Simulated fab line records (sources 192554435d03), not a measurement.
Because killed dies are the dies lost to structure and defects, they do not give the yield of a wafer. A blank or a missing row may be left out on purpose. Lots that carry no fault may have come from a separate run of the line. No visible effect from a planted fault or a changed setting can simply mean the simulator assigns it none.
fab line records	flow n5_finfet
[record] lots = 24	wafers = 72	last_day = 19
route steps=1938 shown BEOL_M2@925 BEOL_M3@946
lots that met no fault: from a run of the same line without faults
start_h: start of the lot's first displayed wafer, in hours after the record's first day	wait_h: hours from the lot's prior step to this one	" the same as in the row above	L1.1+2: one row covering several wafers at once	- no value, or no start was given	* or withheld: withheld	< > ~ a bound
route shown NAME@n: NAME is a module with steps in the file, n the number in the route of the first one	usual: mean and standard deviation over wafers with no fault	same: alike in all rows	chamber/n: place in a boat	sites: each site's reading	_std_site: standard deviation across them	_edge_site: mean of outer sites minus mean of inner sites	radius_mm: how far each site lies from the wafer's centre	mask NAME#n: copy n	behind: the tool/chamber that last shaped the wafer	hold: why the lot was held/for how many hours/how that ended	device: the transistor (n, p or np) that didn't switch	end of line: the tests these same wafers got at the end of their route	for a step that has no rows: nothing shown but its recipe	killed: not the wafer's yield, but the dies lost to structure and defects at the first sort	map: shows each die of a wafer: x if killed, . if not, _ if none is there
set.NAME: the setting as run; set.NAME@STEP: as run at that earlier step	model.NAME: the simulator's own value behind a step, which no gauge read
a sample of lots followed through the steps of the route, with each step as a table and each wafer as a row
services: when a tool's chamber went out of use (start_h, in hours from the record's first day, below 0 if earlier), for how many hours, and the reason
[[steps]]
[step N5_BEOL_M2_PRE_CLEAN_60]
[recipe] gas = NH3/H2	time_s = 15	temp_c = *	rf_power_w = 300
[usual] heater_power_w = 87/8.5
lot.wafer	tool	chamber	start_h	wait_h	heater_power_w	since_wet_clean_h
L074.1	cvd_co-02	1	158.62	0.0	99	1137
L074.4	"	2	"	"	75	-
L074.6	"	0	"	"	92	-
L075.1	cvd_co-02	1	159.43	0.1	99	1138
L075.2	"	2	"	"	76	240
L075.6	"	2	"	"	74	-
L078.2	cvd_co-02	2	162.27	0.0	74	243
L078.3	"	0	"	"	90	704
L078.6	"	1	"	"	97	-
L077.4	cvd_co-02	1	166.39	0.2	99	-
L077.5	"	0	"	"	93	-
L077.6	"	2	"	"	75	-
L079.1	cvd_co-01	0	181.33	0.0	79	941
L079.4	"	2	"	"	91	-
L079.6	"	1	"	"	82	-
L080.2	cvd_co-02	0	181.52	0.0	93	723
L080.4	"	1	"	"	99	-
L080.5	"	2	"	"	73	-
L081.1	cvd_co-02	1	201.47	0.0	100	1180
L081.2	"	2	"	"	75	282
L081.6	"	0	"	"	92	-
L082.1	cvd_co-01	2	217.45	0.0	91	518
L082.3	"	2	"	"	92	-
L082.4	"	1	"	"	85	-
L083.2	cvd_co-01	2	217.62	0.1	91	518
L083.3	"	2	"	"	92	-
L083.6	"	1	"	"	81	-
L084.1	cvd_co-02	0	243.73	0.0	92	785
L084.3	"	2	"	"	76	324
L084.4	"	2	"	"	74	-
L085.1	cvd_co-02	2	262.53	0.0	76	343
L085.4	"	1	"	"	101	-
L085.6	"	2	"	"	75	-
L087.1	cvd_co-02	1	266.16	0.0	102	1245
L087.2	"	0	"	"	95	807
L087.5	"	0	"	"	92	-
L086.2	cvd_co-01	1	266.49	0.0	84	130
L086.4	"	2	"	"	88	-
L086.5	"	1	"	"	83	-
L089.2	cvd_co-02	0	270.04	0.1	92	811
L089.3	"	1	"	"	101	1249
L089.5	"	0	"	"	91	-
L076.3	cvd_co-01	0	271.99	0.0	80	1032
L076.4	"	2	"	"	91	-
L076.6	"	1	"	"	83	-
L090.2	cvd_co-01	1	272.66	0.0	84	136
L090.4	"	2	"	"	91	-
L090.6	"	1	"	"	82	-
L088.2	cvd_co-01	0	277.97	0.0	78	1038
L088.3	"	2	"	"	91	579
L088.6	"	0	"	"	82	-
L091.2	cvd_co-01	1	279.57	0.0	84	143
L091.5	"	1	"	"	83	-
L091.6	"	2	"	"	90	-
L092.1	cvd_co-01	0	281.51	0.0	81	1042
L092.2	"	1	"	"	83	145
L092.4	"	1	"	"	81	-
L093.2	cvd_co-02	1	284.73	0.0	102	1263
L093.4	"	2	"	"	74	-
L093.6	"	0	"	"	91	-
L094.1	cvd_co-01	0	288.17	0.0	79	1048
L094.3	"	1	"	"	84	152
L094.4	"	1	"	"	83	-
L095.2	cvd_co-02	0	288.44	0.0	91	830
L095.5	"	1	"	"	98	-
L095.6	"	2	"	"	76	-
L096.2	cvd_co-02	2	291.71	0.0	77	372
L096.5	"	0	"	"	91	-
L096.6	"	2	"	"	77	-
L097.1	cvd_co-01	0	297.35	0.2	80	1057
L097.5	"	0	"	"	80	-
L097.6	"	2	"	"	91	-
[step N5_BEOL_M2_INSPECT_59]
[recipe] inspect_instrument = darkfield	mode = post_dep
[usual] raw_defect_count = 76/27
lot.wafer	tool	chamber	start_h	wait_h	raw_defect_count
L074.1	defect_inspect-02	-	158.87	0.0	83
L074.4	"	-	"	"	62
L074.6	"	-	"	"	74
L075.1	defect_inspect-01	-	159.68	0.0	71
L075.2	"	-	"	"	59
L075.6	"	-	"	"	68
L078.2	defect_inspect-02	-	162.53	0.0	113
L078.3	"	-	"	"	89
L078.6	"	-	"	"	129
L077.4	defect_inspect-01	-	166.62	0.0	56
L077.5	"	-	"	"	39
L077.6	"	-	"	"	68
L079.1	defect_inspect-01	-	181.58	0.0	55
L079.4	"	-	"	"	71
L079.6	"	-	"	"	66
L080.2	defect_inspect-01	-	181.77	0.0	58
L080.4	"	-	"	"	85
L080.5	"	-	"	"	67
L081.1	defect_inspect-02	-	201.72	0.0	71
L081.2	"	-	"	"	61
L081.6	"	-	"	"	52
L082.1	defect_inspect-01	-	217.76	0.0	69
L082.3	"	-	"	"	97
L082.4	"	-	"	"	63
L083.2	defect_inspect-02	-	217.95	0.0	103
L083.3	"	-	"	"	92
L083.6	"	-	"	"	77
L084.1	defect_inspect-02	-	243.98	0.0	98
L084.3	"	-	"	"	134
L084.4	"	-	"	"	170
L085.1	defect_inspect-01	-	262.78	0.0	67
L085.4	"	-	"	"	89
L085.6	"	-	"	"	84
L087.1	defect_inspect-01	-	266.43	0.0	62
L087.2	"	-	"	"	73
L087.5	"	-	"	"	40
L086.2	defect_inspect-02	-	266.77	0.0	65
L086.4	"	-	"	"	73
L086.5	"	-	"	"	56
L089.2	defect_inspect-01	-	270.29	0.0	52
L089.3	"	-	"	"	81
L089.5	"	-	"	"	99
L076.3	defect_inspect-02	-	272.27	0.0	82
L076.4	"	-	"	"	96
L076.6	"	-	"	"	86
L090.2	defect_inspect-01	-	272.94	0.0	71
L090.4	"	-	"	"	38
L090.6	"	-	"	"	48
L088.2	defect_inspect-02	-	278.22	0.0	76
L088.3	"	-	"	"	132
L088.6	"	-	"	"	113
L091.2	defect_inspect-01	-	279.82	0.0	50
L091.5	"	-	"	"	63
L091.6	"	-	"	"	55
L092.1	defect_inspect-02	-	281.76	0.0	88
L092.2	"	-	"	"	86
L092.4	"	-	"	"	94
L093.2	defect_inspect-02	-	284.99	0.0	47
L093.4	"	-	"	"	44
L093.6	"	-	"	"	59
L094.1	defect_inspect-02	-	288.45	0.0	101
L094.3	"	-	"	"	48
L094.4	"	-	"	"	77
L095.2	defect_inspect-01	-	288.72	0.0	66
L095.5	"	-	"	"	111
L095.6	"	-	"	"	87
L096.2	defect_inspect-02	-	291.96	0.0	62
L096.5	"	-	"	"	89
L096.6	"	-	"	"	63
L097.1	defect_inspect-02	-	297.60	0.0	47
L097.5	"	-	"	"	68
L097.6	"	-	"	"	65
[step N5_BEOL_M3_INSPECT_13]
[recipe] mode = adi	inspect_instrument = brightfield
[usual] raw_defect_count = 408/86
lot.wafer	tool	chamber	start_h	wait_h	raw_defect_count
L074.1	defect_inspect-02	-	159.95	0.1	391
L074.4	"	-	"	"	370
L074.6	"	-	"	"	377
L075.1	defect_inspect-02	-	162.34	0.1	616
L075.2	"	-	"	"	374
L075.6	"	-	"	"	460
L078.2	defect_inspect-01	-	163.21	0.0	482
L078.3	"	-	"	"	472
L078.6	"	-	"	"	449
L077.4	defect_inspect-02	-	169.27	0.0	353
L077.5	"	-	"	"	361
L077.6	"	-	"	"	496
L079.1	defect_inspect-01	-	182.72	0.1	490
L079.4	"	-	"	"	500
L079.6	"	-	"	"	377
L080.2	defect_inspect-01	-	182.95	0.0	308
L080.4	"	-	"	"	465
L080.5	"	-	"	"	331
L081.1	defect_inspect-02	-	202.65	0.1	386
L081.2	"	-	"	"	339
L081.6	"	-	"	"	274
L082.1	defect_inspect-01	-	220.88	0.1	315
L082.3	"	-	"	"	426
L082.4	"	-	"	"	381
L083.2	defect_inspect-02	-	221.05	0.0	447
L083.3	"	-	"	"	506
L083.6	"	-	"	"	473
L084.1	defect_inspect-01	-	244.66	0.1	403
L084.3	"	-	"	"	510
L084.4	"	-	"	"	552
L085.1	defect_inspect-01	-	263.58	0.1	401
L085.4	"	-	"	"	431
L085.6	"	-	"	"	369
L087.1	defect_inspect-01	-	267.72	0.1	326
L087.2	"	-	"	"	477
L087.5	"	-	"	"	438
L086.2	defect_inspect-02	-	267.95	0.0	390
L086.4	"	-	"	"	354
L086.5	"	-	"	"	342
L089.2	defect_inspect-02	-	272.51	0.0	417
L089.3	"	-	"	"	452
L089.5	"	-	"	"	404
L076.3	defect_inspect-01	-	273.56	0.3	486
L076.4	"	-	"	"	511
L076.6	"	-	"	"	391
L090.2	defect_inspect-01	-	273.82	0.0	360
L090.4	"	-	"	"	349
L090.6	"	-	"	"	253
L088.2	defect_inspect-02	-	281.49	0.0	294
L088.3	"	-	"	"	405
L088.6	"	-	"	"	477
L091.2	defect_inspect-01	-	281.74	0.0	304
L091.5	"	-	"	"	353
L091.6	"	-	"	"	295
L092.1	defect_inspect-01	-	282.68	0.1	431
L092.2	"	-	"	"	422
L092.4	"	-	"	"	495
L093.2	defect_inspect-02	-	288.16	0.1	644
L093.4	"	-	"	"	501
L093.6	"	-	"	"	425
L094.1	defect_inspect-01	-	289.13	0.1	458
L094.3	"	-	"	"	343
L094.4	"	-	"	"	350
L095.2	defect_inspect-02	-	289.65	0.0	443
L095.5	"	-	"	"	452
L095.6	"	-	"	"	521
L096.2	defect_inspect-02	-	292.76	0.0	310
L096.5	"	-	"	"	355
L096.6	"	-	"	"	235
L097.1	defect_inspect-02	-	299.65	0.1	376
L097.5	"	-	"	"	398
L097.6	"	-	"	"	420
[step N5_BEOL_M3_DESCUM_16]
[recipe] chemistry = O2	time_s = 7	source_power_w = 50	bias_power_w = 20	pressure_mtorr = 20	rf_frequency_hz = 2.712e+07	temp_c = 40	resist = CAR-EUV	o2_flow_sccm = 225
[usual] drypump_motor_current_A = 5.5/0.34	oes_product_au = 0.75/0.084	rf_vpp_V = 242.6/1.4	showerhead_plenum_p_Torr = 2.06/0.066	throttle_valve_pct = 20.47/0.25
lot.wafer	tool	chamber	start_h	wait_h	drypump_motor_current_A	oes_product_au	rf_hours_counter_h	rf_vpp_V	showerhead_plenum_p_Torr	throttle_valve_pct
L074.1	rie_diel-02	2	160.18	0.2	5.5	0.71	226	242.1	2.06	20.29
L074.4	"	3	"	"	5.7	0.72	214	243.6	2.07	20.70
L074.6	"	2	"	"	5.5	0.71	-	244.1	2.06	20.29
L075.1	rie_diel-02	3	163.32	1.0	5.7	0.73	215	242.2	2.07	20.69
L075.2	"	2	"	"	5.5	0.72	227	243.0	2.06	20.29
L075.6	"	2	"	"	5.5	0.71	-	243.6	2.06	20.29
L078.2	rie_diel-06	3	163.65	0.4	5.4	0.74	170	241.7	2.02	20.94
L078.3	"	2	"	"	5.2	0.71	213	245.9	2.17	20.50
L078.6	"	3	"	"	5.3	0.74	-	241.2	2.02	20.93
L077.4	rie_diel-02	1	169.32	0.0	6.0	0.71	-	242.1	1.98	20.06
L077.5	"	3	"	"	5.7	0.71	-	242.9	2.07	20.71
L077.6	"	2	"	"	5.5	0.70	-	241.8	2.06	20.30
L079.1	rie_diel-04	2	182.84	0.1	5.2	0.73	163	245.6	2.19	20.55
L079.4	"	1	"	"	6.3	0.69	229	241.0	1.98	20.59
L079.6	"	1	"	"	6.3	0.69	-	242.4	1.98	20.57
L080.2	rie_diel-02	0	183.02	0.1	5.5	1.03	0	242.2	2.13	20.19
L080.4	"	2	"	"	5.5	0.71	233	242.4	2.06	20.29
L080.5	"	1	"	"	6.0	0.72	-	241.3	1.98	20.07
L081.1	rie_diel-02	1	202.69	0.0	6.1	0.71	190	242.3	1.98	20.08
L081.2	"	0	"	"	5.4	0.97	7	243.3	2.13	20.21
L081.6	"	3	"	"	5.7	0.71	-	240.3	2.06	20.73
L082.1	rie_diel-02	2	220.92	0.0	5.5	0.69	247	242.8	2.05	20.34
L082.3	"	3	"	"	5.7	0.71	234	242.3	2.06	20.73
L082.4	"	1	"	"	6.0	0.71	196	241.8	1.98	20.09
L083.2	rie_diel-02	0	221.14	0.1	5.4	0.95	13	244.3	2.13	20.21
L083.3	"	3	"	"	5.7	0.70	234	243.3	2.06	20.71
L083.6	"	0	"	"	5.4	0.96	-	243.8	2.13	20.23
L084.1	rie_diel-04	3	244.69	0.0	5.7	0.66	245	244.3	2.06	20.62
L084.3	"	0	"	"	5.8	0.90	32	241.6	2.07	20.32
L084.4	"	2	"	"	5.2	0.71	179	246.1	2.18	20.59
L085.1	rie_diel-06	0	263.62	0.0	4.9	0.84	45	243.8	2.06	20.32
L085.4	"	3	"	"	5.3	0.72	191	240.9	2.01	20.95
L085.6	"	3	"	"	5.4	0.72	-	241.7	2.01	20.95
L087.1	rie_diel-04	2	267.75	0.0	5.2	0.71	184	244.0	2.18	20.58
L087.2	"	0	"	"	5.8	0.89	37	242.6	2.07	20.30
L087.5	"	0	"	"	5.8	0.89	-	243.6	2.07	20.31
L086.2	rie_diel-04	0	267.98	0.0	5.8	0.91	38	242.3	2.07	20.31
L086.4	"	2	"	"	5.3	0.71	-	245.4	2.18	20.58
L086.5	"	3	"	"	5.6	0.67	-	243.7	2.05	20.63
L089.2	rie_diel-04	3	272.54	0.0	5.6	0.66	252	243.2	2.05	20.64
L089.3	"	2	"	"	5.3	0.71	186	245.2	2.18	20.60
L089.5	"	2	"	"	5.2	0.71	-	243.6	2.18	20.60
L076.3	rie_diel-06	1	273.59	0.0	5.7	0.72	222	241.8	1.98	20.36
L076.4	"	3	"	"	5.3	0.73	195	241.8	2.01	20.97
L076.6	"	1	"	"	5.7	0.73	-	241.4	1.98	20.37
L090.2	rie_diel-06	3	273.93	0.1	5.3	0.71	195	242.0	2.01	20.98
L090.4	"	1	"	"	5.6	0.71	222	241.9	1.98	20.35
L090.6	"	2	"	"	5.2	0.69	-	243.1	2.16	20.51
L088.2	rie_diel-06	0	281.53	0.0	4.9	0.83	51	242.1	2.05	20.30
L088.3	"	1	"	"	5.7	0.72	224	242.5	1.98	20.37
L088.6	"	0	"	"	4.9	0.84	-	241.5	2.05	20.30
L091.2	rie_diel-06	3	281.78	0.0	5.4	0.71	197	242.7	2.01	20.96
L091.5	"	1	"	"	5.7	0.72	-	240.9	1.98	20.36
L091.6	"	0	"	"	5.0	0.84	-	243.6	2.05	20.29
L092.1	rie_diel-06	2	282.97	0.3	5.2	0.69	235	246.2	2.16	20.53
L092.2	"	3	"	"	5.3	0.71	197	240.0	2.01	20.97
L092.4	"	1	"	"	5.6	0.72	224	241.8	1.98	20.37
L093.2	rie_diel-06	0	288.19	0.0	4.9	0.83	53	241.6	2.05	20.31
L093.4	"	3	"	"	5.3	0.72	199	241.5	2.01	20.98
L093.6	"	2	"	"	5.2	0.68	-	243.3	2.16	20.55
L094.1	rie_diel-06	0	289.18	0.0	4.9	0.84	54	241.9	2.05	20.32
L094.3	"	3	"	"	5.3	0.71	199	241.2	2.01	20.98
L094.4	"	1	"	"	5.6	0.72	226	241.7	1.98	20.38
L095.2	rie_diel-06	2	289.68	0.0	5.2	0.69	237	243.1	2.16	20.54
L095.5	"	0	"	"	4.9	0.84	-	242.8	2.05	20.31
L095.6	"	1	"	"	5.7	0.72	-	241.0	1.98	20.38
L096.2	rie_diel-06	1	292.85	0.1	5.7	0.72	228	241.8	1.98	20.37
L096.5	"	0	"	"	4.9	0.84	-	243.3	2.05	20.31
L096.6	"	1	"	"	5.6	0.72	-	240.9	1.98	20.38
L097.1	rie_diel-06	3	299.68	0.0	5.4	0.71	202	241.2	2.01	20.98
L097.5	"	2	"	"	5.2	0.69	-	243.6	2.16	20.55
L097.6	"	1	"	"	5.7	0.71	-	240.2	1.98	20.37
[step N5_BEOL_M3_OVL_MEAS_29]
[recipe] points_per_wafer = 522
[usual] V2_OVL = 0.4/0.7
lot.wafer	tool	chamber	start_h	wait_h	V2_OVL[nm]
L074.1	overlay-01	0	160.95	0.0	-0.1
L074.4	"	0	"	"	1.2
L074.6	"	0	"	"	0.0
L075.1	overlay-01	0	164.29	0.0	-0.4
L075.2	"	0	"	"	-0.2
L075.6	"	0	"	"	-0.3
L078.2	overlay-01	0	164.61	0.0	0.1
L078.3	"	0	"	"	1.2
L078.6	"	0	"	"	0.0
L077.4	overlay-01	0	170.11	0.0	0.9
L077.5	"	0	"	"	1.2
L077.6	"	0	"	"	1.1
L079.1	overlay-01	0	183.79	0.0	0.6
L079.4	"	0	"	"	0.3
L079.6	"	0	"	"	0.2
L080.2	overlay-01	0	183.98	0.0	0.9
L080.4	"	0	"	"	0.1
L080.5	"	0	"	"	0.0
L081.1	overlay-01	0	203.58	0.0	-0.5
L081.2	"	0	"	"	-0.4
L081.6	"	0	"	"	-0.8
L082.1	overlay-02	0	221.79	0.0	0.3
L082.3	"	0	"	"	0.5
L082.4	"	0	"	"	0.4
L083.2	overlay-01	0	222.06	0.0	-1.4
L083.3	"	0	"	"	0.0
L083.6	"	0	"	"	0.4
L084.1	overlay-01	0	245.47	0.0	0.7
L084.3	"	0	"	"	0.6
L084.4	"	0	"	"	0.2
L085.1	overlay-02	0	264.63	0.0	1.8
L085.4	"	0	"	"	1.2
L085.6	"	0	"	"	0.6
L087.1	overlay-02	0	268.75	0.0	0.7
L087.2	"	0	"	"	1.4
L087.5	"	0	"	"	1.2
L086.2	overlay-01	0	268.81	0.0	1.2
L086.4	"	0	"	"	0.1
L086.5	"	0	"	"	1.4
L089.2	overlay-01	0	273.45	0.0	1.2
L089.3	"	0	"	"	1.3
L089.5	"	0	"	"	1.0
L076.3	overlay-02	0	274.68	0.0	-0.8
L076.4	"	0	"	"	-0.6
L076.6	"	0	"	"	-0.6
L090.2	overlay-01	0	274.86	0.0	0.5
L090.4	"	0	"	"	1.1
L090.6	"	0	"	"	0.9
L088.2	overlay-02	0	282.57	0.0	-1.0
L088.3	"	0	"	"	-1.3
L088.6	"	0	"	"	-0.5
L091.2	overlay-02	0	282.87	0.0	1.5
L091.5	"	0	"	"	-0.7
L091.6	"	0	"	"	0.2
L092.1	overlay-02	0	284.00	0.0	0.0
L092.2	"	0	"	"	0.3
L092.4	"	0	"	"	-0.3
L093.2	overlay-01	0	289.11	0.0	0.5
L093.4	"	0	"	"	0.3
L093.6	"	0	"	"	0.2
L094.1	overlay-01	0	290.08	0.0	0.3
L094.3	"	0	"	"	-0.6
L094.4	"	0	"	"	1.1
L095.2	overlay-01	0	290.47	0.0	0.5
L095.5	"	0	"	"	-0.4
L095.6	"	0	"	"	-0.4
L096.2	overlay-02	0	293.72	0.0	-0.4
L096.5	"	0	"	"	-0.4
L096.6	"	0	"	"	0.5
L097.1	overlay-02	0	300.57	0.0	0.8
L097.5	"	0	"	"	0.4
L097.6	"	0	"	"	1.4
[step N5_BEOL_M3_STRIP_36]
[recipe] chemistry = N2/H2	power_w = 450	temp_c = 40	pressure_mtorr = 20	rf_frequency_hz = 6e+07	overash_fraction = 0.3	bias_power_w = 7	h2_frac = 0.5	n2_flow_sccm = 200	h2_flow_sccm = 200
[usual] drypump_motor_current_A = 5.5/0.38	h2_flow_sccm = 200.0/0.64	oes_product_au = 0.76/0.09	rf_vpp_V = 58.8/1.1	showerhead_plenum_p_Torr = 2.52/0.1	throttle_valve_pct = 23.69/0.25
[same] overash_fraction = 0.3
lot.wafer	tool	chamber	start_h	wait_h	drypump_motor_current_A	h2_flow_sccm	oes_product_au	rf_hours_counter_h	rf_vpp_V	showerhead_plenum_p_Torr	throttle_valve_pct
L074.1	rie_diel-02	1	177.99	0.0	6.0	200.3	0.72	181	60.0	2.43	23.45
L074.4	"	3	"	"	5.7	199.8	0.71	-	58.0	2.50	24.01
L074.6	"	1	"	"	6.1	199.9	0.70	-	58.9	2.43	23.42
L075.1	rie_diel-02	3	182.85	0.0	5.7	200.0	0.72	221	58.7	2.50	24.04
L075.2	"	2	"	"	5.5	200.2	0.70	233	61.3	2.51	23.45
L075.6	"	2	"	"	5.5	200.2	0.70	-	59.8	2.51	23.46
L078.2	rie_diel-06	3	196.15	0.0	5.4	199.9	0.72	178	59.0	2.42	23.86
L078.3	"	1	"	"	5.7	200.5	0.73	205	58.0	2.40	23.35
L078.6	"	1	"	"	5.7	200.1	0.72	-	57.7	2.40	23.34
L077.4	rie_diel-04	2	209.20	0.0	5.2	199.4	0.73	171	60.3	2.66	23.95
L077.5	"	3	"	"	5.7	198.6	0.68	-	59.3	2.50	23.93
L077.6	"	2	"	"	5.3	200.1	0.72	-	59.2	2.66	23.98
L079.1	rie_diel-06	3	222.79	0.0	5.3	199.4	0.73	182	60.1	2.42	23.87
L079.4	"	1	"	"	5.7	199.2	0.72	209	59.4	2.40	23.32
L079.6	"	1	"	"	5.6	199.9	0.71	-	60.0	2.40	23.32
L080.2	rie_diel-06	0	226.04	0.0	4.9	199.3	0.87	36	59.0	2.48	23.42
L080.4	"	1	"	"	5.6	200.0	0.73	209	57.0	2.40	23.31
L080.5	"	3	"	"	5.4	199.5	0.73	-	58.3	2.42	23.86
L081.1	rie_diel-02	0	229.69	0.0	5.4	200.0	0.95	15	60.1	2.58	23.50
L081.2	"	1	"	"	6.0	198.0	0.69	198	59.4	2.42	23.49
L081.6	"	2	"	"	5.5	200.6	0.69	-	58.2	2.50	23.48
L082.1	rie_diel-06	1	238.23	0.0	5.6	200.5	0.73	213	58.1	2.40	23.36
L082.3	"	3	"	"	5.4	200.5	0.72	186	59.2	2.42	23.88
L082.4	"	0	"	"	4.9	200.3	0.85	40	59.1	2.48	23.42
L083.2	rie_diel-04	2	243.29	0.0	5.3	200.8	0.72	179	58.5	2.65	24.01
L083.3	"	0	"	"	5.8	201.0	0.90	31	57.5	2.49	23.47
L083.6	"	3	"	"	5.7	200.5	0.66	-	59.8	2.50	23.93
L084.1	rie_diel-04	2	255.60	0.0	5.2	199.5	0.71	181	59.8	2.65	24.00
L084.3	"	3	"	"	5.6	201.2	0.66	247	58.6	2.50	23.91
L084.4	"	0	"	"	5.8	200.5	0.91	34	59.6	2.49	23.46
L085.1	rie_diel-04	3	280.71	0.0	5.7	200.8	0.65	255	58.5	2.49	23.90
L085.4	"	2	"	"	5.3	200.1	0.71	-	59.2	2.65	24.01
L085.6	"	0	"	"	5.8	200.8	0.88	-	58.7	2.49	23.49
L087.1	rie_diel-06	3	280.75	0.0	5.4	199.1	0.72	196	57.6	2.42	23.92
L087.2	"	1	"	"	5.7	200.0	0.71	224	56.6	2.39	23.35
L087.5	"	3	"	"	5.4	199.7	0.72	-	58.0	2.42	23.91
L086.2	rie_diel-04	3	281.21	0.0	5.7	200.1	0.66	255	59.9	2.49	23.99
L086.4	"	0	"	"	5.7	200.8	0.90	-	57.8	2.49	23.48
L086.5	"	3	"	"	5.7	199.2	0.66	-	55.8	2.50	23.94
L089.2	rie_diel-06	1	295.36	0.0	5.7	199.3	0.70	228	59.0	2.39	23.33
L089.3	"	0	"	"	4.9	200.1	0.82	55	57.7	2.48	23.46
L089.5	"	0	"	"	4.9	199.9	0.84	-	58.1	2.48	23.45
L076.3	rie_diel-06	0	295.74	0.0	4.9	200.6	0.85	56	60.3	2.48	23.44
L076.4	"	3	"	"	5.4	198.6	0.72	201	57.7	2.41	23.92
L076.6	"	1	"	"	5.7	200.6	0.72	-	57.0	2.39	23.38
L090.2	rie_diel-04	1	299.32	0.0	6.3	199.4	0.96	4	58.1	2.72	23.75
L090.4	"	1	"	"	6.3	199.6	0.98	-	60.1	2.72	23.73
L090.6	"	2	"	"	5.2	200.1	0.70	-	58.5	2.64	23.99
L088.2	rie_diel-04	0	314.50	0.0	5.8	199.7	0.87	55	57.8	2.48	23.49
L088.3	"	1	"	"	6.3	200.1	0.95	10	58.5	2.71	23.73
L088.6	"	2	"	"	5.2	200.9	0.70	-	58.2	2.64	24.03
L091.2	rie_diel-06	1	315.25	0.0	5.7	200.1	0.71	235	58.7	2.39	23.38
L091.5	"	0	"	"	4.9	199.4	0.80	-	57.1	2.47	23.43
L091.6	"	3	"	"	5.3	199.3	0.72	-	59.7	2.41	23.92
L092.1	rie_diel-04	1	321.80	0.0	6.3	200.5	0.92	13	59.3	2.71	23.77
L092.2	"	2	"	"	5.2	199.9	0.69	206	59.3	2.64	24.02
L092.4	"	2	"	"	5.2	200.7	0.70	-	59.6	2.64	24.02
L093.2	rie_diel-04	0	326.25	0.0	5.8	200.2	0.85	61	59.4	2.48	23.50
L093.4	"	2	"	"	5.3	200.7	0.69	-	59.2	2.64	24.04
L093.6	"	1	"	"	6.3	199.7	0.92	-	60.7	2.71	23.72
L094.1	rie_diel-04	0	326.64	0.0	5.8	199.7	0.86	62	59.0	2.48	23.50
L094.3	"	1	"	"	6.2	200.3	0.93	16	59.6	2.71	23.74
L094.4	"	1	"	"	6.3	199.9	0.92	-	58.6	2.71	23.75
L095.2	rie_diel-06	1	329.49	0.0	5.7	200.2	0.70	241	61.1	2.38	23.36
L095.5	"	3	"	"	5.4	200.8	0.71	-	59.0	2.41	23.93
L095.6	"	0	"	"	4.9	199.9	0.82	-	58.5	2.47	23.44
L096.2	rie_diel-04	3	329.70	0.0	5.7	199.0	0.97	1	55.8	2.49	23.53
L096.5	"	2	"	"	5.3	199.5	0.70	-	60.5	2.64	24.03
L096.6	"	1	"	"	6.3	199.0	0.92	-	59.4	2.71	23.74
L097.1	rie_diel-06	1	332.77	0.0	5.7	199.8	0.71	242	59.4	2.38	23.40
L097.5	"	1	"	"	5.6	200.3	0.71	-	57.8	2.38	23.37
L097.6	"	0	"	"	4.9	200.3	0.81	-	58.4	2.47	23.47
[[services]]
tool	chamber	start_h	hours	kind
rie_diel-02	1	154.13	5.4	repair
cvd_co-01	1	159.00	11.8	repair
rie_diel-04	3	167.41	8.7	repair
rie_diel-02	-	179.40	1.0	repair
rie_diel-06	2	189.08	10.0	repair
cvd_co-02	-	223.15	3.8	pm
rie_diel-06	2	226.76	7.4	repair
rie_diel-04	3	236.60	5.9	repair
rie_diel-02	-	257.06	72.1	repair
rie_diel-04	1	265.95	-	clean
rie_diel-04	1	265.95	-	consumable_replace:focus_ring
cvd_co-01	-	269.08	2.8	pm
cvd_co-02	-	271.83	6.9	pm
cvd_co-01	-	289.41	7.4	repair
rie_diel-04	3	294.15	6.5	repair
cvd_co-01	-	303.92	14.6	pm
cvd_co-02	0	312.38	18.0	repair
cvd_co-01	-	318.52	6.9	pm
rie_diel-06	2	324.33	-	clean
rie_diel-06	2	324.33	-	consumable_replace:focus_ring
rie_diel-06	2	324.33	21.0	scheduled_down
rie_diel-06	2	324.33	21.0	vent_cycle
rie_diel-02	-	329.20	14.6	pm
rie_diel-06	3	331.95	2.6	repair
[[key]]
fault none
